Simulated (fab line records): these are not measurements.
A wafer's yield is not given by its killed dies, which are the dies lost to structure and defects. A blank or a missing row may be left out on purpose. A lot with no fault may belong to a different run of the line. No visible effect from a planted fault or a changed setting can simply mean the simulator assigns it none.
Matching of chambers	flow n5Finfet	4 sister chambers for N5_BEOL_M12_ETCH_67 on rieDiel-04
The step etches SiARC in CF4, target depth 143 nm, time 238.3 s. 14 wafers are shown with their chamber, then 7 later ones without.

== WAFERS WITH THEIR CHAMBER ==
wafer	chamber	showerheadPlenumPTorr (Torr)	throttleValvePct (%)	oesProductAu (a.u.)
L076.1	1	2.09	15.20	0.80
L076.4	3	2.18	15.66	0.71
L076.6	0	2.27	15.53	0.74
L080.3	2	2.27	15.35	0.81
L080.4	0	2.26	15.55	0.74
L080.5	3	2.17	15.66	0.71
L077.3	2	2.27	15.35	0.80
L077.5	2	2.27	15.34	0.80
L077.6	3	2.17	15.67	0.70
L083.2	1	2.09	15.22	0.78
L083.5	3	2.17	15.67	0.71
L083.6	0	2.26	15.55	0.74
L081.1	3	2.17	15.70	0.70
L081.5	0	2.26	15.56	0.72

SIGNATURES, as means of the wafers listed above
reading	chamber 0	chamber 1	chamber 2	chamber 3	scatter within a chamber
showerheadPlenumPTorr	2.2625	2.0900	2.2700	2.1720	0.00394
throttleValvePct	15.5475	15.2100	15.3467	15.6720	0.0135
oesProductAu	0.7350	0.7900	0.8033	0.7060	0.00829
Rule: for each reading, subtract the chamber's mean from the wafer's reading, divide by that reading's scatter and square the result; add these up over the readings and take the root, which gives the wafer's distance from the chamber. If the next closest chamber is less than 2 further off than the closest, the wafer can't be placed; otherwise it belongs to the closest. The scatter: take each reading less its chamber's mean, square it, sum over the shown wafers, divide by the number of wafers less the number of chambers, and take the root.

== WAFERS WHOSE CHAMBER IS MISSING ==
wafer	showerheadPlenumPTorr (Torr)	throttleValvePct (%)	oesProductAu (a.u.)
L081.6	2.17	15.69	0.69
L086.1	2.27	15.38	0.76
L086.3	2.26	15.57	0.71
L086.5	2.26	15.39	0.77
L089.1	2.26	15.39	0.75
L089.4	2.08	15.26	0.75
L089.5	2.26	15.40	0.75

== WHICH CHAMBER EACH WENT THROUGH ==
wafer	from the rows above	in truth
L081.6	3	3
L086.1	2	2
L086.3	0	0
L086.5	2	2
L089.1	2	2
L089.4	1	1
L089.5	2	2
Correctly placed: 7 of 7. From these rows, 0 cannot be placed. Number placed wrongly: 0.
